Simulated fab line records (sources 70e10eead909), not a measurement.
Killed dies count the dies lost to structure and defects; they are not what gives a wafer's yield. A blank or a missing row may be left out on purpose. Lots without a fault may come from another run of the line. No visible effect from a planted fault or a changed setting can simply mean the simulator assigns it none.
The tool behind it: which one? | flow nandHarc | 6 lots with 18 wafers sampled at 3 steps, on a route of 1302 steps

== WHAT THE GAUGES READ, wafer by wafer ==
NHARC_P_GATE_CD_MEAS_46: the cd target is 720 nm.
lot  | measured     | on       | cdNm (nm)
L933 | day 6 13:53  | cdSem-02 | 719.1 720.4 720.2
L936 | day 7 17:09  | cdSem-02 | 718.6 714.5 717.8
L938 | day 8 06:39  | cdSem-03 | 722.3 722.4 722.7
L941 | day 9 13:37  | cdSem-02 | 720.7 720.1 720.1
L943 | day 10 10:57 | cdSem-01 | 721.7 719.9 722.1
L948 | day 12 13:25 | cdSem-01 | - - -

== EACH LOT AND THE TOOL THAT RAN IT (in order: tool; ch and the chambers of the sampled wafers; start) ==
lot  | NHARC_P_GATE_DEP_103           | NHARC_P_GATE_EXPOSE_43
L933 | pecvd-02 ch 1,2, day 6 01:09   | krfScanner-01 ch 0, day 6 13:44
L936 | pecvd-02 ch 1,2, day 7 04:49   | krfScanner-02 ch 0, day 7 16:59
L938 | pecvd-02 ch 0,1, day 7 18:08   | krfScanner-03 ch 0, day 8 06:30
L941 | pecvd-04 ch 0,2, day 9 00:46   | krfScanner-01 ch 0, day 9 13:28
L943 | pecvd-03 ch 0,1,2, day 9 22:08 | krfScanner-01 ch 0, day 10 10:47
L948 | pecvd-02 ch 0,1, day 12 00:47  | krfScanner-02 ch 0, day 12 13:16
- NHARC_P_GATE_DEP_103: deposits SiON, target thk 30 nm.
- NHARC_P_GATE_EXPOSE_43: exposes mask P NSD, target cd 720 nm.

== THE ANSWER, worked out from the rows above alone ==
Rule: usual is defined by the lots themselves. Put in order of their means at a reading, lots are off if they are a third of the lots or fewer, leave a main group of 4 or more, and stand apart from it by a gap of 3 or more times the standard deviation of the main group's means; of several such gaps the widest counts. A main group is skipped when, at the precision printed for the reading in the tables above, its means are all equal. Also off: a lot with no number at a reading for which 4 or more lots have one. The other lots that the step has rows for count as sound.
Off at NHARC_P_GATE_CD_MEAS_46 (cdNm): L948. Without a number there: L948. Main group: mean 720.2 nm, sd 1.8.
If a tool, at a process step before that reading, ran all the lots that are off and no sound lot after the first of them, it fits. The gauges at NHARC_P_GATE_CD_MEAS_46 are tried like those tools. Can't be told from this: 3 tools fit, pecvd-02 at NHARC_P_GATE_DEP_103, krfScanner-02 at NHARC_P_GATE_EXPOSE_43, cdSem-01 at NHARC_P_GATE_CD_MEAS_46.

== WHAT WAS PUT IN BY THE SIMULATOR ==
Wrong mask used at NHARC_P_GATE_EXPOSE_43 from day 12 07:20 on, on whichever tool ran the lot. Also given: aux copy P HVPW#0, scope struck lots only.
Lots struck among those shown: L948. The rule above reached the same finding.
